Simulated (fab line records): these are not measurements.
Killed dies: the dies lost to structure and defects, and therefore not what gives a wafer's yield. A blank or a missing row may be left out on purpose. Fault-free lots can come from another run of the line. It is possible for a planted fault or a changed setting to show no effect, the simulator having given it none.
What tool caused it? ; flow nand-harc ; Sampling: 14 lots, 41 wafers, 5 of 1159 route steps

== WHAT THE GAUGES SHOWED, per wafer ==
NHARC_A_SOURCE_PLATE_INSPECT_08. Usual: raw-defect-count reads 65 (standard deviation 28).
lot;measured;on;raw-defect-count;flag
L669;day 8 01:07;defect-inspect-02;83 81 41;
L667;day 8 01:07;defect-inspect-01;28 28 53;
L668;day 8 01:10;defect-inspect-02;102 73 85;
L670;day 8 05:32;defect-inspect-02;55 47 29;
L672;day 8 15:04;defect-inspect-02;49 43 33;
L674;day 8 22:29;defect-inspect-02;54 16 37;
L673;day 8 22:29;defect-inspect-01;57 107 65;
L677;day 9 23:17;defect-inspect-01;61 57 44;
L679;day 10 20:21;defect-inspect-02;61 91 101;
L681;day 11 00:23;defect-inspect-02;82 63 84;
L682;day 11 09:53;defect-inspect-02;103 193 95;
L685;day 12 05:44;defect-inspect-01;50 62 52;
L684;day 12 05:44;defect-inspect-02;81 60 62;
L688;day 12 15:44;defect-inspect-02;66 90;

NHARC_A_ONON_D1_THK_MEAS_14: measures by ellipsometry. Usual: thk-nm reads 999 nm (standard deviation 12).
lot;measured;on;thk-nm (nm);flag
L669;day 8 03:57;film-metro-01;1001 1002 1002;
L667;day 8 03:58;film-metro-02;1001 999 1000;
L668;day 8 04:18;film-metro-02;991 990 988;
L670;day 8 08:24;film-metro-01;981 985 984;
L672;day 8 18:07;film-metro-01;999 997 997;
L674;day 9 01:29;film-metro-01;990 989 987;
L673;day 9 01:22;film-metro-02;993 993 992;
L677;day 10 02:09;film-metro-01;989 987 989;
L679;day 10 23:13;film-metro-01;1030 1030 1029;
L681;day 11 03:14;film-metro-02;996 996 995;
L682;day 11 12:44;film-metro-02;991 1322 989;OFF
L685;day 12 08:43;film-metro-02;1334 1005 1004;OFF
L684;day 12 08:35;film-metro-01;1017 1017 1016;
L688;day 12 18:38;film-metro-01;996 1327;OFF

NHARC_END_SORT_01. Usual: killed-at-array 29, standard deviation 11; killed-at-other 0.5, standard deviation 0.8; killed-at-periphery 3.5, standard deviation 2.8; killed-dies 33, standard deviation 12; killed-open 3.1, standard deviation 1.8; killed-short 1.8, standard deviation 1.4.
lot;measured;on;killed-at-array;killed-at-other;killed-at-periphery;killed-dies;killed-open;killed-short;flag
L669;day 20 05:02;prober-02;18 17 15;0 0 0;3 2 1;21 19 16;5 5 2;3 2 1;
L667;day 19 21:14;prober-02;9 11 5;0 0 0;1 3 2;10 14 7;2 5 4;2 1 1;
L668;day 20 13:37;prober-02;42 23 34;2 1 1;4 8 11;48 32 46;3 3 1;5 1 2;
L670;day 19 12:22;prober-02;12 10 16;0 0 0;4 4 3;16 14 19;4 1 3;0 0 4;
L672;day 21 04:28;prober-02;13 11 12;0 0 0;1 3 4;14 14 16;1 2 4;1 1 1;
L674;day 21 06:13;prober-01;27 31 30;0 0 0;4 1 6;31 32 36;1 0 3;3 4 0;
L673;day 21 14:41;prober-02;22 16 23;2 3 2;0 3 7;24 22 32;5 5 5;2 2 2;
L677;day 22 09:56;prober-01;24 18 19;0 1 1;1 1 1;25 20 21;3 2 2;0 0 1;
L679;day 22 09:09;prober-02;25 33 35;1 0 0;4 0 1;30 33 36;6 3 3;3 2 2;
L681;day 22 19:23;prober-01;18 15 24;1 2 1;3 11 3;22 28 28;2 2 4;3 2 1;
L682;day 23 22:25;prober-02;32 676 39;0 0 0;1 1 2;33 677 41;2 2 3;0 0 1;OFF
L685;day 23 15:29;prober-01;673 16 21;1 2 0;3 2 3;677 20 24;7 3 3;4 1 4;OFF
L684;day 24 00:53;prober-01;21 40 38;2 0 1;5 11 6;28 51 45;4 5 6;1 4 0;
L688;day 25 08:32;prober-01;27 669;0 2;1 6;28 677;0 3;1 0;OFF

== WHAT TOOL EACH LOT RAN ON (gives the tool, then ch and the chambers of the sampled wafers, and finally the start) ==
lot;NHARC_A_ONON_D1_DEP_12;NHARC_A_ONON_D1_DEP_33
L669;pecvd-onon-03 ch 0, day 8 03:26;pecvd-02 ch 1,2, day 8 15:19
L667;pecvd-onon-04 ch 0, day 8 03:28;pecvd-02 ch 0,1, day 8 15:35
L668;pecvd-onon-03 ch 0, day 8 03:51;pecvd-04 ch 0,1,2, day 8 15:43
L670;pecvd-onon-02 ch 0, day 8 07:53;pecvd-02 ch 0,2, day 8 16:02
L672;pecvd-onon-02 ch 0, day 8 17:36;pecvd-02 ch 1,2, day 9 03:41
L674;pecvd-onon-03 ch 0, day 9 00:59;pecvd-02 ch 0,1,2, day 9 10:55
L673;pecvd-onon-04 ch 0, day 9 01:01;pecvd-03 ch 0,1,2, day 9 10:57
L677;pecvd-onon-04 ch 0, day 10 01:37;pecvd-03 ch 1,2, day 10 11:35
L679;pecvd-onon-03 ch 0, day 10 22:45;pecvd-03 ch 0,2, day 11 08:37
L681;pecvd-onon-03 ch 0, day 11 02:50;pecvd-03 ch 0,1,2, day 11 12:41
L682;pecvd-onon-03 ch 0, day 11 12:13;pecvd-03 ch 1,2, day 11 22:34
L685;pecvd-onon-03 ch 0, day 12 08:16;pecvd-04 ch 0,1,2, day 12 19:31
L684;pecvd-onon-02 ch 0, day 12 08:14;pecvd-02 ch 0,1,2, day 12 19:45
L688;pecvd-onon-03 ch 0, day 12 18:08;pecvd-04 ch 0,1, day 13 04:08
- NHARC_A_ONON_D1_DEP_12: target thk 1000 nm.
- NHARC_A_ONON_D1_DEP_33: deposits SiO2, target thk 200 nm.

== AS READ BY THE TOOLS THEMSELVES (means over the sampled wafers that have a number; for cases with no such wafer, the mark the record gives instead) ==
NHARC_A_ONON_D1_DEP_12. Usual: sih4-flow-sccm 210.1 sccm, standard deviation 0.68; susceptor-temp-C 400.00 C, standard deviation 0.23.
lot;tool;sih4-flow-sccm (sccm);susceptor-temp-C (C);flag
L669;pecvd-onon-03;209.2;399.62;
L667;pecvd-onon-04;210.2;400.07;
L668;pecvd-onon-03;210.0;399.90;
L670;pecvd-onon-02;210.8;400.11;
L672;pecvd-onon-02;209.4;399.84;
L674;pecvd-onon-03;209.4;400.11;
L673;pecvd-onon-04;210.4;399.62;
L677;pecvd-onon-04;210.6;399.99;
L679;pecvd-onon-03;210.2;399.89;
L681;pecvd-onon-03;210.8;399.91;
L682;pecvd-onon-03;210.2;400.12;
L685;pecvd-onon-03;210.0;399.90;
L684;pecvd-onon-02;210.1;400.23;
L688;pecvd-onon-03;210.6;400.42;

NHARC_A_ONON_D1_DEP_33. Usual: heater-power-w 554 W, standard deviation 86; mfc-precursor-sccm 161.5 sccm, standard deviation 0.48; susceptor-temp-C 399.98 C, standard deviation 0.24; throttle-valve-pct 15.6 %, standard deviation 0.65.
lot;tool;heater-power-w (W);mfc-precursor-sccm (sccm);susceptor-temp-C (C);throttle-valve-pct (%);flag
L669;pecvd-02;600;160.9;399.92;15.4;
L667;pecvd-02;612;161.8;399.98;15.6;
L668;pecvd-04;597;161.1;399.72;15.6;
L670;pecvd-02;546;161.8;400.03;15.2;
L672;pecvd-02;581;161.4;400.19;15.0;
L674;pecvd-02;576;161.2;399.90;15.4;
L673;pecvd-03;533;161.0;399.80;15.7;
L677;pecvd-03;452;161.3;399.98;16.2;
L679;pecvd-03;579;161.7;400.09;15.5;
L681;pecvd-03;542;161.5;399.92;16.0;
L682;pecvd-03;519;161.2;400.10;16.3;
L685;pecvd-04;612;161.6;400.01;15.9;
L684;pecvd-02;544;161.5;400.14;15.4;
L688;pecvd-04;539;161.2;399.93;16.2;

== THE ANSWER, worked out from the rows above alone ==
Rule: take the mean of a lot's wafers that have a number; if it is more than 3 standard deviations from the usual mean, the lot is off. Also off: a lot with no number at a reading for which 4 or more lots have one. Any other lot the step has rows for is counted as sound. First the gauges in route order, then the tools' own readings, where a lot's mean is used as printed above. At the first step where some lot is off, the reading lying furthest off is the one used; lots without a number count as furthest.
Off: L682, L685, L688 (NHARC_A_ONON_D1_THK_MEAS_14, thk-nm).
If a tool, at a process step before that reading, ran all the lots that are off and no sound lot after the first of them, it fits. The gauges at NHARC_A_ONON_D1_THK_MEAS_14 aren't tried: what is off there is off at NHARC_END_SORT_01 too, on other tools, and a gauge's error can't cause that. One fits: NHARC_A_ONON_D1_DEP_12 on pecvd-onon-03. A fault onset in the window from L681 (day 11 02:50, its last sound lot) to L682 (day 11 12:13, its first lot off) fits.

== WHAT THE SIMULATOR PUT IN ==
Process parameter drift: pecvd-onon-03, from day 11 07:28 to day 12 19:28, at NHARC_A_ONON_D1_DEP_12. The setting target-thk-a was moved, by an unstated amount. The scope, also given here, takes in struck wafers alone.
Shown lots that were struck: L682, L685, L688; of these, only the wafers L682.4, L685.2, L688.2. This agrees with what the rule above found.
